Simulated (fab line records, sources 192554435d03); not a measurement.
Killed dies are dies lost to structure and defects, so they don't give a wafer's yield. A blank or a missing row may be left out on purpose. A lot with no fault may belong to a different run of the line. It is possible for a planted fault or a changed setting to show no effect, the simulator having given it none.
fab line records | flow n5_finfet
[record] lots = 11 | wafers = 33 | last_day = 16
route steps=1938 shown FIN_SAQP@118 FIN_CUT@163
lots untouched by any fault: they come from a run of this same line in which no faults occurred
start_h: start of the lot's first displayed wafer, in hours after the record's first day | wait_h: hours elapsed since this lot's preceding step | " repeats the value in the row above | L1.1+2: a single row standing in for several wafers | - no value, or no start was given | * or withheld: withheld | < > ~ a bound
route shown NAME@n: names a module that has steps shown in the file, with the first one's number in the route | usual: average and standard deviation across the fault-free wafers | same: alike in all rows | chamber/n: place in a boat | sites: each site's reading | _std_site: how widely they spread, as a standard deviation | _edge_site: the outer-site mean with the inner-site mean subtracted | radius_mm: how far each site lies from the wafer's centre | mask NAME#n: copy n | behind: the most recent tool/chamber to have shaped the wafer | hold: cause of the lot's hold/its duration in hours/its outcome | device: transistor that didn't switch, given as n, p or np | end of line: the tests these same wafers got at the end of their route | a step without rows: its recipe alone | killed: at the first sort, the dies lost to defects and structure; wafer yield is something else | map: the dies of a wafer, with x for killed, . for not killed, _ for no die there
set.NAME: the run value of the setting; set.NAME@STEP: its run value at that earlier step | model.NAME: the simulator's own value behind a step, which no gauge read
one table for each step of the route and one row for each wafer, over a sample of lots
services: from which hour (start_h, from the record's first day; less than 0 if before it) a tool's chamber was out of use, for how many hours, and why
[[steps]]
[step N5_FIN_SAQP_HM_OPEN_73]
[recipe] chemistry = CHF3/O2 | target = SiO2 | stop_on = a-Si | target_depth_a = 120 | over_etch_frac = 1.8 | mask_material = SOC | time_s = 16.8 | pressure_mtorr = 30 | source_w = 650 | bias_w = 170 | Ar_flow_sccm = 200 | CHF3_flow_sccm = 50 | O2_flow_sccm = 5 | ion_energy_ev = 200 | ends = end_point
[usual] drypump_motor_current_A = 5.5/0.5 | oes_product_au = 0.47/0.041 | rf_vpp_V = 524/7.4 | showerhead_plenum_p_Torr = 2.43/0.083 | throttle_valve_pct = 18.83/0.24
lot.wafer | tool        | chamber | start_h | wait_h | drypump_motor_current_A | oes_product_au | rf_hours_counter_h | rf_vpp_V | showerhead_plenum_p_Torr | throttle_valve_pct
L771.2    | rie_diel-01 | 1       | 21.74   | 0.0    | 5.7                     | 0.42           | 207                | 512      | 2.38                     | 18.92
L771.3    | "           | 0       | "       | "      | 5.6                     | 0.46           | 154                | 526      | 2.39                     | 18.88
L771.5    | "           | 0       | "       | "      | 5.7                     | 0.46           | -                  | 528      | 2.39                     | 18.89
L772.1    | rie_diel-01 | 1       | 28.65   | 0.0    | 5.7                     | 0.42           | 210                | 513      | 2.38                     | 18.91
L772.3    | "           | 2       | "       | "      | 5.2                     | 0.51           | 56                 | 517      | 2.55                     | 19.07
L772.5    | "           | 1       | "       | "      | 5.7                     | 0.42           | -                  | 512      | 2.38                     | 18.90
L774.2    | rie_diel-01 | 3       | 40.75   | 0.0    | 6.5                     | 0.57           | 4                  | 533      | 2.56                     | 18.41
L774.5    | "           | 0       | "       | "      | 5.6                     | 0.46           | -                  | 528      | 2.39                     | 18.92
L774.6    | "           | 3       | "       | "      | 6.5                     | 0.57           | -                  | 531      | 2.56                     | 18.41
L776.1    | rie_diel-06 | 2       | 51.52   | 0.0    | 5.2                     | 0.50           | 68                 | 531      | 2.34                     | 18.81
L776.2    | "           | 3       | "       | "      | 4.9                     | 0.52           | 32                 | 531      | 2.35                     | 18.36
L776.5    | "           | 3       | "       | "      | 4.9                     | 0.53           | -                  | 530      | 2.35                     | 18.35
L780.1    | rie_diel-01 | 0       | 76.57   | 0.0    | 5.6                     | 0.45           | 175                | 527      | 2.39                     | 18.95
L780.2    | "           | 2       | "       | "      | 5.1                     | 0.50           | 75                 | 518      | 2.55                     | 19.10
L780.3    | "           | 1       | "       | "      | 5.7                     | 0.42           | 228                | 512      | 2.38                     | 18.97
L785.1    | rie_diel-01 | 3       | 107.56  | 0.0    | 6.5                     | 0.53           | 24                 | 533      | 2.55                     | 18.45
L785.2    | "           | 0       | "       | "      | 5.6                     | 0.44           | 186                | 526      | 2.38                     | 18.95
L785.4    | "           | 1       | "       | "      | 5.7                     | 0.41           | 239                | 512      | 2.37                     | 18.97
L786.2    | rie_diel-03 | 1       | 113.34  | 0.0    | 4.8                     | 0.49           | 74                 | 523      | 2.36                     | 18.51
L786.3    | "           | 2       | "       | "      | 5.8                     | 0.43           | 185                | 526      | 2.31                     | 18.98
L786.5    | "           | 2       | "       | "      | 5.8                     | 0.44           | -                  | 527      | 2.31                     | 19.00
L787.2    | rie_diel-06 | 2       | 118.77  | 0.0    | 5.2                     | 0.50           | 90                 | 531      | 2.33                     | 18.84
L787.3    | "           | 0       | "       | "      | 5.1                     | 0.44           | 172                | 513      | 2.49                     | 19.01
L787.4    | "           | 1       | "       | "      | 5.4                     | 0.48           | 82                 | 532      | 2.45                     | 18.80
L792.1    | rie_diel-01 | 3       | 148.78  | 0.0    | 6.5                     | 0.52           | 38                 | 532      | 2.54                     | 18.47
L792.4    | "           | 0       | "       | "      | 5.6                     | 0.44           | -                  | 526      | 2.38                     | 18.97
L792.5    | "           | 2       | "       | "      | 5.2                     | 0.48           | -                  | 518      | 2.54                     | 19.12
L793.1    | rie_diel-06 | 0       | 154.76  | 0.0    | 5.1                     | 0.43           | 184                | 512      | 2.48                     | 19.03
L793.2    | "           | 1       | "       | "      | 5.4                     | 0.48           | 94                 | 532      | 2.44                     | 18.83
L793.6    | "           | 3       | "       | "      | 4.9                     | 0.49           | -                  | 531      | 2.33                     | 18.41
L794.1    | rie_diel-01 | 1       | 160.03  | 0.0    | 5.7                     | 0.59           | 0                  | 512      | 2.37                     | 18.57
L794.3    | "           | 0       | "       | "      | 5.6                     | 0.44           | 205                | 526      | 2.37                     | 18.99
L794.5    | "           | 0       | "       | "      | 5.6                     | 0.43           | -                  | 527      | 2.37                     | 18.98
[step N5_FIN_SAQP_ETCH_64]
[recipe] chemistry = CF4 | target = SiO2 | target_depth_a = 15 | ion_energy_ev = 350 | pressure_mtorr = 10 | icp_w = 800 | bias_w = 400 | cf4_flow_sccm = 80
[usual] drypump_motor_current_A = 5.9/0.54 | he_backside_leak_sccm = 2.75/0.29 | oes_product_au = 1.000/0.021 | throttle_valve_pct = 21.71/0.27
lot.wafer | tool      | chamber | start_h | wait_h | drypump_motor_current_A | he_backside_leak_sccm | oes_product_au | rf_hours_counter_h | throttle_valve_pct
L771.2    | rie_si-01 | 0       | 25.64   | 0.0    | 5.3                     | 2.78                  | 0.992          | 164                | 21.75
L771.3    | "         | 1       | "       | "      | 6.4                     | 3.00                  | 0.991          | 152                | 22.28
L771.5    | "         | 0       | "       | "      | 5.3                     | 2.79                  | 1.001          | -                  | 21.73
L772.1    | rie_si-03 | 0       | 33.54   | 0.0    | 5.3                     | 3.08                  | 0.959          | 196                | 21.60
L772.3    | "         | 3       | "       | "      | 5.4                     | 3.16                  | 1.016          | 61                 | 21.20
L772.5    | "         | 0       | "       | "      | 5.2                     | 3.41                  | 0.975          | -                  | 21.64
L774.2    | rie_si-03 | 0       | 44.44   | 0.0    | 5.2                     | 3.23                  | 0.960          | 196                | 21.63
L774.5    | "         | 1       | "       | "      | 5.5                     | 2.77                  | 1.000          | -                  | 21.75
L774.6    | "         | 0       | "       | "      | 5.2                     | 3.22                  | 0.957          | -                  | 21.60
L776.1    | rie_si-01 | 3       | 55.18   | 0.0    | 6.5                     | 2.38                  | 1.021          | 9                  | 21.50
L776.2    | "         | 0       | "       | "      | 5.3                     | 2.73                  | 1.002          | 164                | 21.74
L776.5    | "         | 3       | "       | "      | 6.5                     | 2.50                  | 1.021          | -                  | 21.53
L780.1    | rie_si-01 | 1       | 81.53   | 0.0    | 6.4                     | 2.90                  | 0.998          | 153                | 22.26
L780.2    | "         | 3       | "       | "      | 6.5                     | 2.74                  | 1.016          | 10                 | 21.52
L780.3    | "         | 2       | "       | "      | 6.1                     | 2.34                  | 1.010          | 78                 | 21.78
L785.1    | rie_si-03 | 2       | 112.35  | 0.0    | 6.6                     | 2.90                  | 1.006          | 154                | 21.82
L785.2    | "         | 0       | "       | "      | 5.2                     | 3.06                  | 0.969          | 198                | 21.61
L785.4    | "         | 3       | "       | "      | 5.4                     | 3.19                  | 1.028          | 63                 | 21.19
L786.2    | rie_si-03 | 0       | 117.11  | 0.0    | 5.2                     | 3.32                  | 0.967          | 198                | 21.62
L786.3    | "         | 1       | "       | "      | 5.5                     | 2.87                  | 1.016          | 70                 | 21.76
L786.5    | "         | 1       | "       | "      | 5.5                     | 2.61                  | 1.014          | -                  | 21.77
L787.2    | rie_si-01 | 1       | 122.87  | 0.0    | 6.4                     | 3.11                  | 1.006          | 154                | 22.26
L787.3    | "         | 3       | "       | "      | 6.5                     | 2.66                  | 1.015          | 11                 | 21.53
L787.4    | "         | 2       | "       | "      | 6.1                     | 2.42                  | 1.009          | 78                 | 21.78
L792.1    | rie_si-03 | 2       | 152.51  | 0.0    | 6.7                     | 2.88                  | 1.008          | 155                | 21.83
L792.4    | "         | 0       | "       | "      | 5.2                     | 2.85                  | 1.030          | 0                  | 21.41
L792.5    | "         | 3       | "       | "      | 5.4                     | 2.98                  | 1.025          | -                  | 21.20
L793.1    | rie_si-03 | 1       | 158.69  | 0.0    | 5.5                     | 2.39                  | 1.007          | 71                 | 21.74
L793.2    | "         | 3       | "       | "      | 5.4                     | 3.13                  | 1.011          | 64                 | 21.19
L793.6    | "         | 1       | "       | "      | 5.5                     | 2.46                  | 1.019          | -                  | 21.74
L794.1    | rie_si-01 | 2       | 163.77  | 0.0    | 6.2                     | 2.43                  | 1.013          | 79                 | 21.77
L794.3    | "         | 3       | "       | "      | 6.5                     | 2.54                  | 1.018          | 12                 | 21.53
L794.5    | "         | 3       | "       | "      | 6.4                     | 2.41                  | 1.015          | -                  | 21.53
[step N5_FIN_SAQP_OCD_MEAS_76]
[usual] trench_depth_nm = 119.3/1.6
lot.wafer | tool   | chamber | start_h | wait_h | trench_depth_nm
L771.2    | ocd-02 | -       | 25.88   | 0.0    | 118.2
L771.3    | "      | -       | "       | "      | 120.9
L771.5    | "      | -       | "       | "      | 118.7
L772.1    | ocd-01 | -       | 33.78   | 0.0    | 116.5
L772.3    | "      | -       | "       | "      | 120.1
L772.5    | "      | -       | "       | "      | 117.1
L774.2    | ocd-01 | -       | 44.78   | 0.0    | 117.5
L774.5    | "      | -       | "       | "      | 117.9
L774.6    | "      | -       | "       | "      | 116.8
L776.1    | ocd-02 | -       | 55.42   | 0.0    | 120.9
L776.2    | "      | -       | "       | "      | 117.9
L776.5    | "      | -       | "       | "      | 120.3
L780.1    | ocd-02 | -       | 81.77   | 0.0    | 120.1
L780.2    | "      | -       | "       | "      | 119.7
L780.3    | "      | -       | "       | "      | 119.7
L785.1    | ocd-01 | -       | 112.59  | 0.0    | 120.8
L785.2    | "      | -       | "       | "      | 117.8
L785.4    | "      | -       | "       | "      | 119.0
L786.2    | ocd-01 | -       | 117.35  | 0.0    | 117.3
L786.3    | "      | -       | "       | "      | 119.8
L786.5    | "      | -       | "       | "      | 120.1
L787.2    | ocd-01 | -       | 123.11  | 0.0    | 121.0
L787.3    | "      | -       | "       | "      | 119.1
L787.4    | "      | -       | "       | "      | 118.3
L792.1    | ocd-01 | -       | 152.75  | 0.0    | 118.8
L792.4    | "      | -       | "       | "      | 121.8
L792.5    | "      | -       | "       | "      | 119.4
L793.1    | ocd-01 | -       | 158.93  | 0.0    | 120.7
L793.2    | "      | -       | "       | "      | 119.9
L793.6    | "      | -       | "       | "      | 117.9
L794.1    | ocd-01 | -       | 164.01  | 0.0    | 121.0
L794.3    | "      | -       | "       | "      | 120.1
L794.5    | "      | -       | "       | "      | 119.1
[step N5_FIN_SAQP_INSPECT_40]
[recipe] inspect_instrument = brightfield | mode = aei
[usual] raw_defect_count = 225/57
lot.wafer | tool              | chamber | start_h | wait_h | raw_defect_count
L771.2    | defect_inspect-01 | -       | 25.91   | 0.0    | 239
L771.3    | "                 | -       | "       | "      | 242
L771.5    | "                 | -       | "       | "      | 207
L772.1    | defect_inspect-02 | -       | 33.81   | 0.0    | 148
L772.3    | "                 | -       | "       | "      | 346
L772.5    | "                 | -       | "       | "      | 190
L774.2    | defect_inspect-01 | -       | 44.81   | 0.0    | 186
L774.5    | "                 | -       | "       | "      | 302
L774.6    | "                 | -       | "       | "      | 298
L776.1    | defect_inspect-01 | -       | 55.45   | 0.0    | 151
L776.2    | "                 | -       | "       | "      | 181
L776.5    | "                 | -       | "       | "      | 172
L780.1    | defect_inspect-01 | -       | 81.80   | 0.0    | 255
L780.2    | "                 | -       | "       | "      | 274
L780.3    | "                 | -       | "       | "      | 253
L785.1    | defect_inspect-01 | -       | 112.62  | 0.0    | 163
L785.2    | "                 | -       | "       | "      | 183
L785.4    | "                 | -       | "       | "      | 203
L786.2    | defect_inspect-01 | -       | 117.38  | 0.0    | 166
L786.3    | "                 | -       | "       | "      | 150
L786.5    | "                 | -       | "       | "      | 202
L787.2    | defect_inspect-01 | -       | 123.14  | 0.0    | 209
L787.3    | "                 | -       | "       | "      | 270
L787.4    | "                 | -       | "       | "      | 171
L792.1    | defect_inspect-01 | -       | 152.78  | 0.0    | 510
L792.4    | "                 | -       | "       | "      | 567
L792.5    | "                 | -       | "       | "      | 652
L793.1    | defect_inspect-02 | -       | 158.96  | 0.0    | 284
L793.2    | "                 | -       | "       | "      | 294
L793.6    | "                 | -       | "       | "      | 235
L794.1    | defect_inspect-01 | -       | 164.04  | 0.0    | 272
L794.3    | "                 | -       | "       | "      | 491
L794.5    | "                 | -       | "       | "      | 598
[step N5_FIN_CUT_CD_MEAS_08]
[recipe] target_cd_nm = 29.1 | landing_energy_ev = 500 | detector = se_inlens | polarity = opening
[usual] cd_nm = 29.12/0.26
lot.wafer | tool      | chamber | start_h | wait_h | cd_nm
L771.2    | cd_sem-03 | 0       | 26.34   | -      | 29.38
L771.3    | "         | 0       | "       | "      | 29.45
L771.5    | "         | 0       | "       | "      | 28.85
L772.1    | cd_sem-01 | 0       | 34.24   | -      | 28.92
L772.3    | "         | 0       | "       | "      | 29.10
L772.5    | "         | 0       | "       | "      | 29.12
L774.2    | cd_sem-03 | 0       | 45.11   | -      | 29.56
L774.5    | "         | 0       | "       | "      | 29.36
L774.6    | "         | 0       | "       | "      | 29.08
L776.1    | cd_sem-01 | 0       | 55.76   | -      | 28.77
L776.2    | "         | 0       | "       | "      | 28.83
L776.5    | "         | 0       | "       | "      | 29.12
L780.1    | cd_sem-02 | 0       | 82.22   | -      | 28.99
L780.2    | "         | 0       | "       | "      | 28.73
L780.3    | "         | 0       | "       | "      | 28.89
L785.1    | cd_sem-01 | 0       | 112.92  | -      | 29.15
L785.2    | "         | 0       | "       | "      | 28.94
L785.4    | "         | 0       | "       | "      | 29.09
L786.2    | cd_sem-03 | 0       | 117.81  | -      | 29.67
L786.3    | "         | 0       | "       | "      | 28.99
L786.5    | "         | 0       | "       | "      | 29.18
L787.2    | cd_sem-02 | 0       | 123.44  | -      | 29.26
L787.3    | "         | 0       | "       | "      | 29.18
L787.4    | "         | 0       | "       | "      | 29.13
L792.1    | cd_sem-02 | 0       | 153.09  | -      | 29.44
L792.4    | "         | 0       | "       | "      | 29.05
L792.5    | "         | 0       | "       | "      | 29.15
L793.1    | cd_sem-03 | 0       | 159.26  | -      | 28.99
L793.2    | "         | 0       | "       | "      | 29.09
L793.6    | "         | 0       | "       | "      | 29.38
L794.1    | cd_sem-03 | 0       | 164.47  | -      | 29.25
L794.3    | "         | 0       | "       | "      | 29.09
L794.5    | "         | 0       | "       | "      | 28.46
[step N5_FIN_CUT_INSPECT_10]
[recipe] mode = adi | inspect_instrument = brightfield
[usual] raw_defect_count = 41/11
lot.wafer | tool              | chamber | start_h | wait_h | raw_defect_count
L771.2    | defect_inspect-02 | -       | 26.43   | 0.0    | 34
L771.3    | "                 | -       | "       | "      | 34
L771.5    | "                 | -       | "       | "      | 35
L772.1    | defect_inspect-01 | -       | 34.33   | 0.1    | 33
L772.3    | "                 | -       | "       | "      | 44
L772.5    | "                 | -       | "       | "      | 42
L774.2    | defect_inspect-01 | -       | 45.20   | 0.0    | 29
L774.5    | "                 | -       | "       | "      | 59
L774.6    | "                 | -       | "       | "      | 36
L776.1    | defect_inspect-01 | -       | 55.84   | 0.1    | 31
L776.2    | "                 | -       | "       | "      | 30
L776.5    | "                 | -       | "       | "      | 30
L780.1    | defect_inspect-02 | -       | 82.31   | 0.1    | 52
L780.2    | "                 | -       | "       | "      | 54
L780.3    | "                 | -       | "       | "      | 63
L785.1    | defect_inspect-02 | -       | 113.01  | 0.1    | 19
L785.2    | "                 | -       | "       | "      | 38
L785.4    | "                 | -       | "       | "      | 30
L786.2    | defect_inspect-02 | -       | 117.90  | 0.0    | 25
L786.3    | "                 | -       | "       | "      | 29
L786.5    | "                 | -       | "       | "      | 23
L787.2    | defect_inspect-02 | -       | 123.53  | 0.0    | 39
L787.3    | "                 | -       | "       | "      | 51
L787.4    | "                 | -       | "       | "      | 41
L792.1    | defect_inspect-01 | -       | 153.17  | 0.1    | 297
L792.4    | "                 | -       | "       | "      | 337
L792.5    | "                 | -       | "       | "      | 326
L793.1    | defect_inspect-02 | -       | 159.35  | 0.1    | 45
L793.2    | "                 | -       | "       | "      | 61
L793.6    | "                 | -       | "       | "      | 34
L794.1    | defect_inspect-01 | -       | 164.56  | 0.1    | 46
L794.3    | "                 | -       | "       | "      | 296
L794.5    | "                 | -       | "       | "      | 314
[[services]]
tool        | chamber | start_h | hours | kind
rie_diel-06 | 2       | 2.24    | 10.3  | repair
rie_diel-01 | 3       | 13.14   | -     | clean
rie_diel-01 | 3       | 13.14   | -     | consumable_replace:focus_ring
rie_diel-01 | 3       | 13.14   | -     | consumable_replace:showerhead
rie_diel-01 | 3       | 13.14   | 15.8  | scheduled_down
rie_diel-01 | 3       | 13.14   | 15.8  | vent_cycle
rie_si-01   | 1       | 38.15   | 1.3   | repair
rie_si-01   | 0       | 40.30   | 3.2   | repair
rie_diel-06 | -       | 54.77   | 0.3   | repair
rie_diel-03 | 2       | 54.77   | 2.2   | repair
rie_diel-01 | 3       | 68.92   | 12.7  | repair
rie_diel-06 | -       | 89.79   | 0.7   | repair
rie_si-03   | 1       | 91.18   | 11.2  | repair
rie_diel-03 | 3       | 115.55  | -     | clean
rie_diel-03 | 3       | 115.55  | -     | consumable_replace:focus_ring
rie_si-03   | 0       | 119.68  | -     | clean
rie_si-03   | 0       | 119.68  | 21.5  | scheduled_down
rie_si-03   | 0       | 119.68  | 21.5  | vent_cycle
rie_diel-03 | 2       | 140.46  | 3.9   | repair
rie_si-03   | 0       | 141.89  | 4.0   | repair
rie_diel-01 | 1       | 146.78  | -     | clean
rie_diel-01 | 1       | 146.78  | -     | consumable_replace:focus_ring
rie_diel-01 | 1       | 146.78  | 13.0  | scheduled_down
rie_diel-01 | 1       | 146.78  | 13.0  | vent_cycle
[[key]]
[first_sign] step = N5_FIN_SAQP_INSPECT_40 | reading = raw_defect_count | direction = up | sigmas = 5.1 | usual = 225 | struck = 515 | wafers_moved = 5
[effect] step = N5_FIN_CUT_INSPECT_10 | reading = raw_defect_count | direction = up | sigmas = 21 | usual = 41 | struck = 269 | wafers_moved = 5
met_at N5_FIN_SAQP_HM_OPEN_73
struck_lots L792,L794
rows_end L792.1,L792.4,L792.5,L794.1,L794.3,L794.5
not_acting_at N5_FIN_SAQP_ETCH_64,N5_FIN_SAQP_OCD_MEAS_76,N5_FIN_CUT_CD_MEAS_08
onset_between 107.56 148.78
[fault] kind = chamber_particle_source | tool = rie_diel-01 | chamber = - | onset_h = 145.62 | steps = N5_FIN_SAQP_HM_OPEN_73 | rate_per_visit_cm2 = 0.42382 | until_the_next_wet_clean = True
// rows_end: these wafers met a further fault down the route, and their rows from its step on are left out
